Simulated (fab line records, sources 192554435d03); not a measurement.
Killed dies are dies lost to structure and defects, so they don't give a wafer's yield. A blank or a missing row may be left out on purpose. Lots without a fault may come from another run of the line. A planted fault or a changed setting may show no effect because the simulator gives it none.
Chamber matching | flow n5_finfet | N5_HKMG_FIN_ALD_74 on ald_hk-01: 4 sister chambers
The step deposits La2O3, target thk 0.5 nm, pulse time 6 s, co reactant pulse time 1 s. 20 wafers are shown with their chamber, then 10 later ones without.

WAFERS WITH THEIR CHAMBER
wafer  | chamber | heater_power_w (W) | precursor_pulse_height_rel
L076.4 | 1       | 322                | 1.004
L076.5 | 1       | 327                | 1.009
L076.6 | 0       | 364                | 0.990
L079.1 | 0       | 362                | 1.035
L079.3 | 2       | 369                | 1.005
L079.4 | 1       | 333                | 0.972
L080.3 | 1       | 325                | 1.020
L080.4 | 0       | 357                | 1.024
L080.5 | 0       | 368                | 1.027
L081.2 | 2       | 363                | 0.993
L081.3 | 0       | 364                | 0.983
L081.5 | 1       | 331                | 0.984
L083.3 | 1       | 332                | 1.004
L083.4 | 0       | 366                | 0.985
L083.5 | 1       | 330                | 0.978
L084.1 | 3       | 373                | 1.005
L084.4 | 2       | 370                | 0.981
L084.6 | 0       | 366                | 1.028
L087.1 | 2       | 361                | 1.007
L087.2 | 0       | 368                | 0.973

SIGNATURES (means of the wafers above)
reading                    | chamber 0 | chamber 1 | chamber 2 | chamber 3 | scatter within a chamber
heater_power_w             | 364.38    | 328.57    | 365.75    | 373.00    | 3.94
precursor_pulse_height_rel | 1.00562   | 0.99586   | 0.99650   | 1.00500   | 0.0205
Rule: a wafer's distance from a chamber is the root of the sum, over the readings, of the square of ((its reading less the chamber's mean) divided by the reading's scatter). The wafer belongs to the nearest chamber; if the next one is less than 2 further off, it can't be placed. The scatter: the root of (the sum of the squares of (reading less its chamber's mean) over the shown wafers, divided by (wafers less chambers)).

WAFERS WITHOUT THEIR CHAMBER
wafer  | heater_power_w (W) | precursor_pulse_height_rel
L087.4 | 375                | 1.006
L088.1 | 330                | 0.993
L088.3 | 365                | 1.023
L088.5 | 329                | 1.011
L096.1 | 356                | 1.011
L096.3 | 327                | 1.000
L096.5 | 321                | 0.964
L097.1 | 376                | 1.001
L097.4 | 331                | 0.982
L097.5 | 361                | 1.023

WHICH CHAMBER EACH WENT THROUGH
wafer  | from the rows above          | in truth
L087.4 | can't be placed: 3 or 2      | 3
L088.1 | 1                            | 1
L088.3 | can't be placed: 0 or 2 or 3 | 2
L088.5 | 1                            | 1
L096.1 | can't be placed: 0 or 2      | 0
L096.3 | 1                            | 1
L096.5 | 1                            | 1
L097.1 | can't be placed: 3 or 2      | 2
L097.4 | 1                            | 1
L097.5 | can't be placed: 0 or 2 or 3 | 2
Placed correctly: 5 of 10. Can't be placed from these rows: 5 (the true chamber is among the candidates in 5). Placed wrongly: 0.
